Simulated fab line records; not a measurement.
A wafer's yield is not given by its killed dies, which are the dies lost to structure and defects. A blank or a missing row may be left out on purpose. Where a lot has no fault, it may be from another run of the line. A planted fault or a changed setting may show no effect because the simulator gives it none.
Split-lot study :: flow n5Finfet :: on a route of 1938 steps: 7 lots, 39 wafers read

== ON THE SPLIT ==
At N5_FIN_SAQP_ETCH_65 (etches SiO2 in CF4, target depth 4 nm, time 4.4 s), the setting timeS was moved away from the recipe's 4.4 s on 15 of the 39 wafers read, by -54.2% to +47.5%. The other wafers ran this setting at the recipe's value.

The split's own step is where the reading is taken.

== THE READING ==
etch.depthNm (the simulator's own value, which no gauge read), in nm, at N5_FIN_SAQP_ETCH_65 (etches SiO2 in CF4, target depth 4 nm, time 4.4 s). The file does not state a usual value for it. Average 4.028 nm, standard deviation 0.057 nm, over the 24 wafers here run with the recipe.

wafer: L076.1
tool, chamber at the split: rieSi-06, 1
timeS as run, s: 4.4
against the recipe: recipe
etch.depthNm, nm: 3.997
against lot-mates on the recipe: -

wafer: L076.2
tool, chamber at the split: rieSi-06, 2
timeS as run, s: 2.014
against the recipe: -54.2%
etch.depthNm, nm: 1.802
against lot-mates on the recipe: -2.202

wafer: L076.3
tool, chamber at the split: rieSi-06, 0
timeS as run, s: 2.014
against the recipe: -54.2%
etch.depthNm, nm: 1.826
against lot-mates on the recipe: -2.178

wafer: L076.4
tool, chamber at the split: rieSi-06, 3,0
timeS as run, s: 4.4
against the recipe: recipe
etch.depthNm, nm: 4.007
against lot-mates on the recipe: -

wafer: L076.5
tool, chamber at the split: rieSi-06, 3,0
timeS as run, s: 4.4
against the recipe: recipe
etch.depthNm, nm: 4.007
against lot-mates on the recipe: -

wafer: L076.6
tool, chamber at the split: rieSi-06, 1
timeS as run, s: 2.014
against the recipe: -54.2%
etch.depthNm, nm: 1.84
against lot-mates on the recipe: -2.164

wafer: L077.1
tool, chamber at the split: rieSi-06, 0
timeS as run, s: 6.492
against the recipe: +47.5%
etch.depthNm, nm: 5.982
against lot-mates on the recipe: +1.979

wafer: L077.2
tool, chamber at the split: rieSi-06, 3
timeS as run, s: 4.4
against the recipe: recipe
etch.depthNm, nm: 4.052
against lot-mates on the recipe: -

wafer: L077.3
tool, chamber at the split: rieSi-06, 1
timeS as run, s: 6.492
against the recipe: +47.5%
etch.depthNm, nm: 5.913
against lot-mates on the recipe: +1.910

wafer: L077.4
tool, chamber at the split: rieSi-06, 2
timeS as run, s: 6.492
against the recipe: +47.5%
etch.depthNm, nm: 5.857
against lot-mates on the recipe: +1.854

wafer: L077.5
tool, chamber at the split: rieSi-06, 1
timeS as run, s: 4.4
against the recipe: recipe
etch.depthNm, nm: 4.024
against lot-mates on the recipe: -

wafer: L077.6
tool, chamber at the split: rieSi-06, 2
timeS as run, s: 4.4
against the recipe: recipe
etch.depthNm, nm: 3.934
against lot-mates on the recipe: -

wafer: L079.2
tool, chamber at the split: rieSi-02, 2
timeS as run, s: 4.4
against the recipe: recipe
etch.depthNm, nm: 3.923
against lot-mates on the recipe: -

wafer: L079.3
tool, chamber at the split: rieSi-02, 0
timeS as run, s: 4.4
against the recipe: recipe
etch.depthNm, nm: 4.057
against lot-mates on the recipe: -

wafer: L079.5
tool, chamber at the split: rieSi-02, 0
timeS as run, s: 4.4
against the recipe: recipe
etch.depthNm, nm: 4.082
against lot-mates on the recipe: -

wafer: L080.1
tool, chamber at the split: rieSi-02, 2
timeS as run, s: 4.4
against the recipe: recipe
etch.depthNm, nm: 3.95
against lot-mates on the recipe: -

wafer: L080.2
tool, chamber at the split: rieSi-02, 0
timeS as run, s: 4.4
against the recipe: recipe
etch.depthNm, nm: 4.111
against lot-mates on the recipe: -

wafer: L080.3
tool, chamber at the split: rieSi-02, 1
timeS as run, s: 4.4
against the recipe: recipe
etch.depthNm, nm: 4.079
against lot-mates on the recipe: -

wafer: L080.4
tool, chamber at the split: rieSi-02, 3
timeS as run, s: 4.4
against the recipe: recipe
etch.depthNm, nm: 4.021
against lot-mates on the recipe: -

wafer: L080.5
tool, chamber at the split: rieSi-02, 0
timeS as run, s: 4.4
against the recipe: recipe
etch.depthNm, nm: 4.123
against lot-mates on the recipe: -

wafer: L080.6
tool, chamber at the split: rieSi-02, 3
timeS as run, s: 4.4
against the recipe: recipe
etch.depthNm, nm: 4.014
against lot-mates on the recipe: -

wafer: L082.1
tool, chamber at the split: rieSi-05, 3
timeS as run, s: 2.148
against the recipe: -51.2%
etch.depthNm, nm: 1.943
against lot-mates on the recipe: -2.137

wafer: L082.2
tool, chamber at the split: rieSi-05, 2
timeS as run, s: 4.4
against the recipe: recipe
etch.depthNm, nm: 4.055
against lot-mates on the recipe: -

wafer: L082.3
tool, chamber at the split: rieSi-05, 0
timeS as run, s: 4.4
against the recipe: recipe
etch.depthNm, nm: 4.113
against lot-mates on the recipe: -

wafer: L082.4
tool, chamber at the split: rieSi-05, 1
timeS as run, s: 2.148
against the recipe: -51.2%
etch.depthNm, nm: 1.992
against lot-mates on the recipe: -2.088

wafer: L082.5
tool, chamber at the split: rieSi-05, 0
timeS as run, s: 2.148
against the recipe: -51.2%
etch.depthNm, nm: 1.999
against lot-mates on the recipe: -2.081

wafer: L082.6
tool, chamber at the split: rieSi-05, 1
timeS as run, s: 4.4
against the recipe: recipe
etch.depthNm, nm: 4.071
against lot-mates on the recipe: -

wafer: L083.1
tool, chamber at the split: rieSi-06, 1
timeS as run, s: 4.4
against the recipe: recipe
etch.depthNm, nm: 3.986
against lot-mates on the recipe: -

wafer: L083.2
tool, chamber at the split: rieSi-06, 2
timeS as run, s: 3.089
against the recipe: -29.8%
etch.depthNm, nm: 2.751
against lot-mates on the recipe: -1.241

wafer: L083.3
tool, chamber at the split: rieSi-06, 0
timeS as run, s: 3.089
against the recipe: -29.8%
etch.depthNm, nm: 2.811
against lot-mates on the recipe: -1.181

wafer: L083.4
tool, chamber at the split: rieSi-06, 3
timeS as run, s: 4.4
against the recipe: recipe
etch.depthNm, nm: 3.995
against lot-mates on the recipe: -

wafer: L083.5
tool, chamber at the split: rieSi-06, 0
timeS as run, s: 3.089
against the recipe: -29.8%
etch.depthNm, nm: 2.814
against lot-mates on the recipe: -1.178

wafer: L083.6
tool, chamber at the split: rieSi-06, 1
timeS as run, s: 4.4
against the recipe: recipe
etch.depthNm, nm: 3.996
against lot-mates on the recipe: -

wafer: L097.1
tool, chamber at the split: rieSi-02, 0
timeS as run, s: 4.4
against the recipe: recipe
etch.depthNm, nm: 4.113
against lot-mates on the recipe: -

wafer: L097.2
tool, chamber at the split: rieSi-02, 3
timeS as run, s: 6.35
against the recipe: +44.3%
etch.depthNm, nm: 5.79
against lot-mates on the recipe: +1.766

wafer: L097.3
tool, chamber at the split: rieSi-02, 2
timeS as run, s: 6.35
against the recipe: +44.3%
etch.depthNm, nm: 5.716
against lot-mates on the recipe: +1.692

wafer: L097.4
tool, chamber at the split: rieSi-02, 1
timeS as run, s: 4.4
against the recipe: recipe
etch.depthNm, nm: 4.011
against lot-mates on the recipe: -

wafer: L097.5
tool, chamber at the split: rieSi-02, 1
timeS as run, s: 6.35
against the recipe: +44.3%
etch.depthNm, nm: 5.759
against lot-mates on the recipe: +1.735

wafer: L097.6
tool, chamber at the split: rieSi-02, 2
timeS as run, s: 4.4
against the recipe: recipe
etch.depthNm, nm: 3.948
against lot-mates on the recipe: -
The file does not say which wafer passed through which chamber wherever a row lists several chambers: such a row stands for several wafers.

THE FIT
A straight line over all 39 wafers: etch.depthNm changes by +0.04 nm for each +1% of timeS; r = +1.00; the points scatter about the line by 0.054 nm.
The same after taking each lot's own level away (the mean of its wafers on the recipe; 39 wafers): +0.0402 nm for each +1%; r = +1.00; scatter 0.049 nm.
The reading moves by 2.2 nm for the largest change in timeS, on that fit.
The span of the lots' own levels, 3.9923 to 4.0797 nm, comes to 1.5 times the standard deviation stated above.
Consequently the slope shifts little with the lot-to-lot level, the two slopes agreeing.
Check: -2.19 nm against its lot-mates is what the line predicts for one of the wafers moved furthest among these (-54.2%) when that wafer is left out of the fit. It came out at -2.2 nm against them.

== THESE WAFERS: OTHER SPLITS ==
These wafers also went through other splits before the reading. Each is held against what the fit with the lots' levels taken away leaves over:
other split on the same wafers: N5_ZERO_LAYER_DEVELOP_10 developTimeS
wafers away from the commonest value: 9
r with etch.depthNm (lot level and that fit taken away): +0.01

== FILE'S OWN FIT ==
etch.depthNm changes by +0.0402 nm for each +1% of timeS, r = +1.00.
